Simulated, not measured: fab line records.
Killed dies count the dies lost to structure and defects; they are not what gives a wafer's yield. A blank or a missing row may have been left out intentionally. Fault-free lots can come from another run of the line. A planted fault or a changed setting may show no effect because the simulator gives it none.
fab line records	flow n5-finfet
[record] lots = 11	wafers = 33	last-day = 18
route steps=1938 shown BEOL_M12@1655 BEOL_M13@1659 PASSIVATION@1936
lots that met no fault: from a run of the same line without faults
start-h: the number of hours between the record's first day and the start of the first shown wafer of the lot	wait-h: how many hours have passed since the lot's step before this one	" same as the row above	L1.1+2: a single row standing in for several wafers	- value missing, or start not given	* or withheld: withheld	< > ~ a bound
route shown NAME@n: names a module that has steps shown in the file, with the first one's number in the route	usual: mean and standard deviation over wafers with no fault	same: alike in all rows	chamber/n: place in a boat	sites: per-site readings	_std_site: the values' standard deviation	_edge_site: the outer-site mean with the inner-site mean subtracted	radius-mm: for every site, how far away it sits from the centre of the wafer	mask NAME#n: copy n	behind: the most recent tool/chamber to have shaped the wafer	hold: what put the lot on hold/how long, in hours/how the hold closed	device: the n, p or np transistor that did not switch	end of line: the same wafers' tests at the end of the route	for a step that has no rows: nothing shown but its recipe	killed: dies that structure and defects cost at the first sort, which is not the same as the wafer's yield	map: dies across one wafer; x = killed, . = not, _ = none there
set.NAME: the setting that was run; set.NAME@STEP: the one run at that earlier step	model.NAME: the simulator's own value behind a step, which no gauge read
one table for each step of the route and one row for each wafer, over a sample of lots
services: when a tool's chamber went out of use (start-h, in hours from the record's first day, below 0 if earlier), for how many hours, and the reason
[[steps]]
[step N5_BEOL_M12_PRE_CLEAN_52]
[recipe] gas = NH3	time-s = 15	temp-c = withheld	rf-power-w = 300
[same] time-s = 15
lot.wafer	tool	chamber	start-h	wait-h	since-wet-clean-h
L917.1	pecvd-01	1	235.92	0.0	1484
L917.3	"	2	"	"	5
L917.5	"	0	"	"	-
L919.1	pecvd-01	1	255.76	0.0	1503
L919.4	"	0	"	"	-
L919.6	"	2	"	"	-
L920.1	pecvd-02	0	256.08	0.0	504
L920.4	"	1	"	"	-
L920.6	"	0	"	"	-
L918.2	pecvd-01	1	265.45	0.0	1513
L918.4	"	2	"	"	-
L918.6	"	0	"	"	-
L923.1	pecvd-01	1	293.98	0.0	1542
L923.3	"	0	"	"	817
L923.5	"	1	"	"	-
L925.1	pecvd-01	1	299.49	0.0	1547
L925.4	"	0	"	"	-
L925.5	"	1	"	"	-
L922.2	pecvd-01	2	300.35	0.0	69
L922.3	"	0	"	"	823
L922.5	"	1	"	"	-
L933.3	pecvd-02	2	341.80	0.0	647
L933.4	"	2	"	"	-
L933.6	"	1	"	"	-
L936.2	pecvd-01	1	372.40	0.0	1620
L936.3	"	2	"	"	141
L936.4	"	0	"	"	-
L938.2	pecvd-01	0	387.38	0.0	910
L938.5	"	2	"	"	-
L938.6	"	1	"	"	-
L939.1	pecvd-01	2	393.35	0.0	162
L939.2	"	0	"	"	916
L939.5	"	0	"	"	-
[step N5_BEOL_M12_RS_MEAS_54]
[recipe] thk-meas-gauge = four-point-probe	reads = Cu_of_BEOL_M12_ECD_47+Ta_of_BEOL_M12_SPUTTER_44+TaN_of_BEOL_M12_SPUTTER_43
[usual] M12_RS = 0.0605/0.001
lot.wafer	tool	chamber	start-h	wait-h	M12_RS[ohm/sq]
L917.1	film-metro-02	-	236.01	0.0	0.0599
L917.3	"	-	"	"	0.0592
L917.5	"	-	"	"	0.0603
L919.1	film-metro-01	-	255.85	0.0	0.0599
L919.4	"	-	"	"	0.0601
L919.6	"	-	"	"	0.0592
L920.1	film-metro-01	-	256.17	0.0	0.0600
L920.4	"	-	"	"	0.0598
L920.6	"	-	"	"	0.0588
L918.2	film-metro-02	-	265.54	0.0	0.0615
L918.4	"	-	"	"	0.0609
L918.6	"	-	"	"	0.0609
L923.1	film-metro-02	-	294.07	0.0	0.0599
L923.3	"	-	"	"	0.0621
L923.5	"	-	"	"	0.0599
L925.1	film-metro-02	-	299.58	0.0	0.0611
L925.4	"	-	"	"	0.0594
L925.5	"	-	"	"	0.0593
L922.2	film-metro-01	-	300.43	0.0	0.0608
L922.3	"	-	"	"	0.0614
L922.5	"	-	"	"	0.0593
L933.3	film-metro-01	-	341.89	0.0	0.0608
L933.4	"	-	"	"	0.0597
L933.6	"	-	"	"	0.0597
L936.2	film-metro-02	-	372.49	0.0	0.0592
L936.3	"	-	"	"	0.0604
L936.4	"	-	"	"	0.0595
L938.2	film-metro-01	-	387.47	0.0	0.0584
L938.5	"	-	"	"	0.0620
L938.6	"	-	"	"	0.0604
L939.1	film-metro-02	-	393.44	0.0	0.0601
L939.2	"	-	"	"	0.0626
L939.5	"	-	"	"	0.0585
[step N5_BEOL_M12_INSPECT_55]
[recipe] inspect-instrument = darkfield	mode = post-dep
[usual] raw-defect-count = 68/26
lot.wafer	tool	chamber	start-h	wait-h	raw-defect-count
L917.1	defect-inspect-01	-	236.03	0.0	57
L917.3	"	-	"	"	133
L917.5	"	-	"	"	68
L919.1	defect-inspect-01	-	255.88	0.0	41
L919.4	"	-	"	"	48
L919.6	"	-	"	"	34
L920.1	defect-inspect-01	-	256.20	0.0	56
L920.4	"	-	"	"	75
L920.6	"	-	"	"	108
L918.2	defect-inspect-01	-	265.57	0.0	56
L918.4	"	-	"	"	28
L918.6	"	-	"	"	85
L923.1	defect-inspect-01	-	294.09	0.0	874
L923.3	"	-	"	"	902
L923.5	"	-	"	"	890
L925.1	defect-inspect-02	-	299.61	0.0	842
L925.4	"	-	"	"	865
L925.5	"	-	"	"	843
L922.2	defect-inspect-01	-	300.46	0.0	862
L922.3	"	-	"	"	867
L922.5	"	-	"	"	907
L933.3	defect-inspect-01	-	341.91	0.0	102
L933.4	"	-	"	"	76
L933.6	"	-	"	"	57
L936.2	defect-inspect-02	-	372.51	0.0	29
L936.3	"	-	"	"	55
L936.4	"	-	"	"	40
L938.2	defect-inspect-01	-	387.49	0.0	50
L938.5	"	-	"	"	60
L938.6	"	-	"	"	63
L939.1	defect-inspect-01	-	393.47	0.0	61
L939.2	"	-	"	"	122
L939.5	"	-	"	"	88
[step N5_BEOL_M13_ILD_DEP_00]
[recipe] material = SiOC	target-thk-a = 8379.2	temp-c = 350	precursor = DEMS/O2	pressure-torr = 5	rf-w = 500	time-s = 166.4
[usual] heater-power-w = 433/71	showerhead-plenum-p-Torr = 5.691/0.015	throttle-valve-pct = 11.9/0.63
[same] time-s = 166.4
lot.wafer	tool	chamber	start-h	wait-h	heater-power-w	showerhead-plenum-p-Torr	since-wet-clean-h	throttle-valve-pct
L917.1	pecvd-04	2	236.07	0.0	438	5.687	354	11.0
L917.3	"	0	"	"	354	5.662	506	11.0
L917.5	"	0	"	"	279	5.657	-	11.1
L919.1	pecvd-04	2	255.91	0.0	378	5.693	374	11.3
L919.4	"	2	"	"	405	5.695	-	11.4
L919.6	"	0	"	"	278	5.684	-	11.3
L920.1	pecvd-03	0	256.23	0.0	513	5.691	960	12.2
L920.4	"	0	"	"	401	5.696	-	12.4
L920.6	"	1	"	"	423	5.697	-	11.5
L918.2	pecvd-04	1	265.60	0.0	549	5.686	1876	12.7
L918.4	"	2	"	"	411	5.688	-	11.4
L918.6	"	0	"	"	352	5.672	-	11.4
L923.1	pecvd-03	1	294.13	0.0	363	5.713	1723	11.7
L923.3	"	2	"	"	408	5.697	244	11.0
L923.5	"	1	"	"	407	5.713	-	11.4
L925.1	pecvd-03	2	299.64	0.0	413	5.698	250	11.2
L925.4	"	0	"	"	462	5.686	-	12.3
L925.5	"	2	"	"	473	5.694	-	11.2
L922.2	pecvd-04	0	300.50	0.0	346	5.666	570	11.2
L922.3	"	1	"	"	585	5.674	1911	12.7
L922.5	"	2	"	"	439	5.695	-	11.3
L933.3	pecvd-03	2	341.95	0.0	499	5.690	292	11.3
L933.4	"	1	"	"	433	5.711	-	11.5
L933.6	"	0	"	"	402	5.692	-	12.5
L936.2	pecvd-03	2	372.55	0.0	486	5.707	322	11.1
L936.3	"	0	"	"	497	5.686	1076	12.5
L936.4	"	2	"	"	401	5.713	-	11.3
L938.2	pecvd-04	2	387.53	0.0	346	5.691	506	11.5
L938.5	"	1	"	"	555	5.676	-	12.7
L938.6	"	0	"	"	351	5.666	-	11.5
L939.1	pecvd-01	0	393.50	0.0	522	5.697	916	12.2
L939.2	"	2	"	"	466	5.692	162	11.5
L939.5	"	1	"	"	468	5.687	-	13.2
[step N5_BEOL_M13_THK_MEAS_01]
[recipe] reads = SiOC_of_BEOL_M13_ILD_DEP_00
[usual] M13_ILD_THK = 836/11
lot.wafer	tool	chamber	start-h	wait-h	M13_ILD_THK[nm]
L917.1	film-metro-02	-	236.22	0.1	836
L917.3	"	-	"	"	819
L917.5	"	-	"	"	841
L919.1	film-metro-01	-	256.12	0.2	853
L919.4	"	-	"	"	856
L919.6	"	-	"	"	853
L920.1	film-metro-02	-	256.38	0.1	836
L920.4	"	-	"	"	838
L920.6	"	-	"	"	844
L918.2	film-metro-01	-	265.76	0.1	827
L918.4	"	-	"	"	838
L918.6	"	-	"	"	848
L923.1	film-metro-01	-	294.28	0.1	822
L923.3	"	-	"	"	828
L923.5	"	-	"	"	836
L925.1	film-metro-02	-	299.79	0.1	835
L925.4	"	-	"	"	846
L925.5	"	-	"	"	848
L922.2	film-metro-02	-	300.65	0.1	807
L922.3	"	-	"	"	818
L922.5	"	-	"	"	823
L933.3	film-metro-02	-	342.10	0.1	811
L933.4	"	-	"	"	827
L933.6	"	-	"	"	839
L936.2	film-metro-01	-	372.70	0.1	833
L936.3	"	-	"	"	838
L936.4	"	-	"	"	835
L938.2	film-metro-01	-	387.68	0.1	822
L938.5	"	-	"	"	832
L938.6	"	-	"	"	840
L939.1	film-metro-01	-	393.66	0.1	821
L939.2	"	-	"	"	811
L939.5	"	-	"	"	841
[step N5_BEOL_M13_INSPECT_12]
[recipe] mode = adi	inspect-instrument = macro
[usual] raw-defect-count = 2.1/1.3
lot.wafer	tool	chamber	start-h	wait-h	raw-defect-count
L917.1	defect-inspect-02	-	236.70	0.0	2
L917.3	"	-	"	"	1
L917.5	"	-	"	"	3
L919.1	defect-inspect-01	-	256.60	0.0	2
L919.4	"	-	"	"	1
L919.6	"	-	"	"	3
L920.1	defect-inspect-02	-	256.87	0.0	2
L920.4	"	-	"	"	4
L920.6	"	-	"	"	1
L918.2	defect-inspect-02	-	266.24	0.0	3
L918.4	"	-	"	"	4
L918.6	"	-	"	"	3
L923.1	defect-inspect-02	-	294.64	0.0	>300
L923.3	"	-	"	"	>300
L923.5	"	-	"	"	>300
L925.1	defect-inspect-01	-	300.15	0.0	>300
L925.4	"	-	"	"	>300
L925.5	"	-	"	"	>300
L922.2	defect-inspect-01	-	301.13	0.0	>300
L922.3	"	-	"	"	>300
L922.5	"	-	"	"	>300
L933.3	defect-inspect-01	-	342.58	0.0	1
L933.4	"	-	"	"	3
L933.6	"	-	"	"	0
L936.2	defect-inspect-02	-	373.18	0.0	2
L936.3	"	-	"	"	3
L936.4	"	-	"	"	2
L938.2	defect-inspect-02	-	388.04	0.0	4
L938.5	"	-	"	"	2
L938.6	"	-	"	"	1
L939.1	defect-inspect-01	-	394.14	0.0	1
L939.2	"	-	"	"	4
L939.5	"	-	"	"	1
[step N5_PASSIVATION_PROBE_49]
[usual] defect-limited-yield = 91.4/1.5	killed_at_M0_to_M3 = 35/12	killed_at_M4_up = 13/5.8	killed-at-contacts = 12/5.5	killed-at-front-end = 36/9.9	killed-at-other = 4/3.7	killed-dies = 101/18	killed-open = 66/13	killed-short = 33/8	sort_bin_5_function = 5.0/1	sort_bin_6_memory = 3.2/0.67	sort-n-pass = 1079/18	sort-yield-pct = 91.4/1.5
[same] gross-dies = 1180	killed-at-back-side = 0	sort_bin_4_leakage[%] = 0	sort_bin_8_speed[%] = 0
lot.wafer	tool	chamber	start-h	wait-h	defect-limited-yield[%]	killed_at_M0_to_M3	killed_at_M4_up	killed-at-contacts	killed-at-front-end	killed-at-other	killed-dies	killed-open	killed-short	sort_bin_5_function[%]	sort_bin_6_memory[%]	sort-n-pass	sort-yield-pct[%]
L919.1	prober-01	-	290.74	0.0	90.2	36	7	11	56	6	116	76	40	5.6	4.0	1064	90.2
L919.4	prober-01	-	290.89	0.2	89.4	38	20	12	48	7	125	85	40	5.7	4.1	1055	89.4
L919.6	prober-01	-	290.99	0.3	91.4	23	10	19	42	8	102	61	35	4.5	3.3	1078	91.4
L923.1	prober-02	-	325.76	0.0	81.0	19	150	6	44	5	224	67	16	12.9	3.1	956	81.0
L923.3	prober-02	-	325.86	0.1	81.7	16	138	6	46	10	216	66	18	11.5	3.3	964	81.7
L923.5	prober-02	-	325.96	0.2	79.7	28	147	5	56	3	239	64	27	11.9	4.0	941	79.7
L925.1	prober-02	-	330.38	0.0	81.4	21	147	16	35	1	220	53	22	11.6	3.6	960	81.4
L925.4	prober-02	-	330.53	0.2	80.4	40	150	14	24	3	231	63	35	11.3	4.3	949	80.4
L925.5	prober-02	-	330.58	0.2	80.8	35	144	21	23	4	227	63	28	11.2	4.2	953	80.8
L922.2	prober-01	-	330.95	0.1	79.1	39	142	20	37	9	247	74	40	11.9	4.9	933	79.1
L922.3	prober-01	-	331.00	0.1	82.3	27	135	15	29	3	209	57	27	11.1	3.7	971	82.3
L922.5	prober-01	-	331.10	0.2	78.9	47	156	7	37	2	249	57	43	11.9	5.1	931	78.9
L933.3	prober-02	-	377.18	0.1	92.4	37	7	13	21	12	90	58	32	4.2	3.2	1090	92.4
L933.4	prober-02	-	377.23	0.2	92.1	36	8	8	30	11	93	60	31	4.4	2.9	1087	92.1
L933.6	prober-02	-	377.33	0.3	91.3	21	13	18	36	15	103	64	39	4.3	4.1	1077	91.3
L936.2	prober-02	-	412.14	0.1	91.0	30	20	17	39	0	106	62	38	5.0	3.4	1074	91.0
L936.3	prober-02	-	412.19	0.1	89.5	40	15	24	42	3	124	85	35	6.1	3.7	1056	89.5
L936.4	prober-02	-	412.24	0.2	92.2	20	21	12	39	0	92	62	29	4.7	2.7	1088	92.2
L938.2	prober-01	-	417.78	0.1	93.9	24	11	5	25	7	72	54	18	3.1	2.7	1108	93.9
L938.5	prober-01	-	417.93	0.2	93.5	29	17	8	22	1	77	55	21	3.8	2.7	1103	93.5
L938.6	prober-01	-	417.98	0.3	90.3	48	17	7	37	6	115	78	31	6.2	2.7	1065	90.3
// killed by level:class
L919.1 STI_FIN_REVEAL:geometric-particle:open=10 BEOL_M0_SAQP:geometric-particle:open=10 FIN_SAQP:geometric-particle:open=9 BEOL_M0_SAQP:geometric-particle:short=9 FIN_SAQP:geometric-particle:short=7 DUMMY_GATE:geometric-particle:open=7 MOL_CONTACT_COAG:geometric-particle:open=7 BEOL_M2:geometric-particle:open=6
L919.4 FIN_SAQP:geometric-particle:open=18 MOL_CONTACT_COAG:geometric-particle:open=9 BEOL_M0_SAQP:geometric-particle:short=9 BEOL_M2:geometric-particle:open=9 BEOL_M4:geometric-particle:open=8 BEOL_M1:geometric-particle:open=7 STARTING-WAFER:geometric-particle:short=7 FIN_SAQP:geometric-particle:short=6
L919.6 MOL_CONTACT_COAG:geometric-particle:open=14 FIN_SAQP:geometric-particle:short=11 DUMMY_GATE:geometric-particle:open=7 FIN_SAQP:geometric-particle:open=6 BEOL_M4:geometric-particle:open=6 HKMG_FIN:area-etch=6 MOL_CONTACT_COAG:geometric-particle:short=5 BEOL_M0_SAQP:geometric-particle:short=5
L923.1 BEOL_M12:unspecified=134 STI_FIN_REVEAL:geometric-particle:open=16 BEOL_M3:geometric-particle:open=10 BEOL_M4:geometric-particle:open=7 HKMG_FIN:area-etch=7 MOL_CONTACT_COAG:geometric-particle:open=5 FIN_SAQP:geometric-particle:open=4 DUMMY_GATE:geometric-particle:open=4
L923.3 BEOL_M12:unspecified=128 STI_FIN_REVEAL:geometric-particle:open=17 DUMMY_GATE:geometric-particle:open=8 BEOL_M0_SAQP:geometric-particle:open=7 MOL_CONTACT_COAG:geometric-particle:open=6 FIN_SAQP:geometric-particle:open=4 BEOL_M3:geometric-particle:open=4 BEOL_M4:geometric-particle:open=4
L923.5 BEOL_M12:unspecified=139 STI_FIN_REVEAL:geometric-particle:open=14 BEOL_M3:geometric-particle:open=13 HKMG_FIN:area-etch=9 FIN_SAQP:geometric-particle:short=6 BEOL_M0_SAQP:geometric-particle:open=6 FIN_SAQP:geometric-particle:open=5 MOL_CONTACT_COAG:geometric-particle:open=5
L925.1 BEOL_M12:unspecified=140 MOL_CONTACT_COAG:geometric-particle:open=13 DUMMY_GATE:geometric-particle:open=6 FIN_SAQP:geometric-particle:open=5 STI_FIN_REVEAL:geometric-particle:open=5 BEOL_M0_SAQP:geometric-particle:short=5 BEOL_M2:geometric-particle:open=5 BEOL_M3:geometric-particle:open=5
L925.4 BEOL_M12:unspecified=132 BEOL_M0_SAQP:geometric-particle:short=11 MOL_CONTACT_COAG:geometric-particle:open=10 BEOL_M0_SAQP:geometric-particle:open=9 BEOL_M2:geometric-particle:open=9 STI_FIN_REVEAL:geometric-particle:open=7 BEOL_M3:geometric-particle:open=6 BEOL_M4:geometric-particle:open=5
L925.5 BEOL_M12:unspecified=136 MOL_CONTACT_COAG:geometric-particle:open=18 BEOL_M2:geometric-particle:open=9 FIN_SAQP:geometric-particle:short=7 BEOL_M0_SAQP:geometric-particle:open=6 BEOL_M3:geometric-particle:open=5 DUMMY_GATE:geometric-particle:open=5 BEOL_M0_SAQP:geometric-particle:short=5
L922.2 BEOL_M12:unspecified=133 MOL_CONTACT_COAG:geometric-particle:open=15 BEOL_M0_SAQP:geometric-particle:short=10 BEOL_M2:geometric-particle:open=10 FIN_SAQP:geometric-particle:open=7 FIN_SAQP:geometric-particle:short=7 DUMMY_GATE:geometric-particle:open=6 STI_FIN_REVEAL:geometric-particle:open=6
L922.3 BEOL_M12:unspecified=124 MOL_CONTACT_COAG:geometric-particle:open=12 BEOL_M0_SAQP:geometric-particle:open=9 BEOL_M0_SAQP:geometric-particle:short=8 FIN_SAQP:geometric-particle:short=6 STI_FIN_REVEAL:geometric-particle:open=6 BEOL_M4:geometric-particle:open=5 BEOL_M3:geometric-particle:open=5
L922.5 BEOL_M12:unspecified=143 BEOL_M0_SAQP:geometric-particle:short=17 BEOL_M0_SAQP:geometric-particle:open=11 FIN_SAQP:geometric-particle:open=7 FIN_SAQP:geometric-particle:short=6 BEOL_M3:geometric-particle:open=6 BEOL_M3:geometric-particle:short=6 HKMG_FIN:area-etch=6
L933.3 MOL_CONTACT_COAG:geometric-particle:open=11 BEOL_M0_SAQP:geometric-particle:short=9 FIN_SAQP:geometric-particle:short=5 BEOL_M0_SAQP:geometric-particle:open=5 BEOL_M0:geometric-particle:open=5 BEOL_M1:geometric-particle:open=5 BEOL_M2:geometric-particle:open=5 FIN_SAQP:geometric-particle:open=4
L933.4 BEOL_M3:geometric-particle:open=12 FIN_SAQP:geometric-particle:open=8 FIN_SAQP:geometric-particle:short=7 BEOL_M2:geometric-particle:open=7 MOL_CONTACT_COAG:geometric-particle:open=6 BEOL_M1:geometric-particle:open=5 GATE_CUT:geometric-particle:short=5 BEOL_M0_SAQP:geometric-particle:short=5
L933.6 MOL_CONTACT_COAG:geometric-particle:open=17 FIN_SAQP:geometric-particle:short=11 FIN_SAQP:geometric-particle:open=8 BEOL_M0_SAQP:geometric-particle:short=6 BEOL_M3:geometric-particle:open=6 BEOL_M4:geometric-particle:open=5 MIM_BOT:geometric-particle:short=5 DUMMY_GATE:geometric-particle:open=4
L936.2 MOL_CONTACT_COAG:geometric-particle:open=14 FIN_SAQP:geometric-particle:short=12 BEOL_M1:geometric-particle:open=10 GATE_CUT:geometric-particle:short=7 FIN_SAQP:geometric-particle:open=5 BEOL_M0_SAQP:geometric-particle:open=5 BEOL_M4:geometric-particle:open=5 BEOL_M4:geometric-particle:short=5
L936.3 MOL_CONTACT_COAG:geometric-particle:open=21 BEOL_M0_SAQP:geometric-particle:open=14 BEOL_M4:geometric-particle:open=10 DUMMY_GATE:geometric-particle:open=7 FIN_SAQP:geometric-particle:open=6 STI_FIN_REVEAL:geometric-particle:open=6 BEOL_M1:geometric-particle:open=6 BEOL_M1:geometric-particle:short=6
L936.4 STI_FIN_REVEAL:geometric-particle:open=12 BEOL_M4:geometric-particle:open=12 FIN_SAQP:geometric-particle:short=8 MOL_CONTACT_COAG:geometric-particle:open=7 BEOL_M3:geometric-particle:open=7 BEOL_M4:geometric-particle:short=4 MOL_CONTACT_COAG:geometric-particle:short=4 FIN_SAQP:geometric-particle:open=3
L938.2 BEOL_M0:geometric-particle:open=7 BEOL_M4:geometric-particle:open=7 FIN_SAQP:geometric-particle:open=6 STI_FIN_REVEAL:geometric-particle:open=5 BEOL_M0_SAQP:geometric-particle:short=4 BEOL_M1:geometric-particle:open=4 PASS1_CAP:geometric-particle:short=4 STARTING-WAFER:geometric-particle:open=4
L938.5 BEOL_M1:geometric-particle:open=10 BEOL_M3:geometric-particle:open=7 FIN_SAQP:geometric-particle:open=5 MOL_CONTACT_COAG:geometric-particle:open=5 FIN_SAQP:geometric-particle:short=4 BEOL_M4:geometric-particle:open=4 STARTING-WAFER:geometric-particle:open=4 STI_FIN_REVEAL:geometric-particle:open=3
L938.6 FIN_SAQP:geometric-particle:open=13 BEOL_M0_SAQP:geometric-particle:short=13 BEOL_M1:geometric-particle:open=12 BEOL_M4:geometric-particle:open=12 BEOL_M3:geometric-particle:open=7 MOL_CONTACT_COAG:geometric-particle:open=6 BEOL_M0_SAQP:geometric-particle:open=6 FIN_SAQP:geometric-particle:short=5
[[services]]
tool	chamber	start-h	hours	kind
pecvd-04	1	255.55	2.1	scheduled-down
pecvd-03	-	270.84	0.9	repair
pecvd-03	2	277.64	2.1	scheduled-down
pecvd-02	1	295.21	5.2	repair
pecvd-03	2	326.21	5.5	scheduled-down
pecvd-01	2	328.77	2.1	scheduled-down
pecvd-01	1	338.48	5.5	scheduled-down
pecvd-02	2	342.80	2.1	scheduled-down
pecvd-04	2	359.90	5.5	scheduled-down
pecvd-01	1	365.72	2.1	scheduled-down
pecvd-02	1	377.29	5.5	scheduled-down
pecvd-01	0	380.40	5.5	scheduled-down
pecvd-02	1	383.66	-	clean
pecvd-02	1	383.66	-	consumable-replace:showerhead
pecvd-02	1	383.66	29.0	scheduled-down
pecvd-02	1	383.66	29.0	vent-cycle
pecvd-02	-	386.45	0.3	repair
pecvd-03	-	392.12	5.5	pm
pecvd-04	-	393.50	14.6	pm
[[key]]
[first-sign] step = N5_BEOL_M12_INSPECT_55	reading = raw-defect-count	direction = up	sigmas = 31	usual = 68	struck = 872
[effect] step = N5_BEOL_M13_INSPECT_12	reading = raw-defect-count	direction = up	sigmas = 99+	usual = 2.1	struck = >300
[effect] step = N5_PASSIVATION_PROBE_49	reading = killed_at_M4_up	direction = up	sigmas = 23	usual = 13	struck = 145
[more-kills-born-at] N5_BEOL_M12_PRE_CLEAN_52@pecvd-01 = 1209
met-at N5_BEOL_M12_PRE_CLEAN_52
struck-lots L922,L923,L925
not-acting-at N5_BEOL_M12_RS_MEAS_54,N5_BEOL_M13_ILD_DEP_00,N5_BEOL_M13_THK_MEAS_01
onset-between 265.45 293.98
[fault] kind = chamber-particle-source	tool = pecvd-01	chamber = -	onset-h = 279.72	steps = N5_BEOL_M12_PRE_CLEAN_52	rate-per-visit-cm2 = 1.239	end-h = 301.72
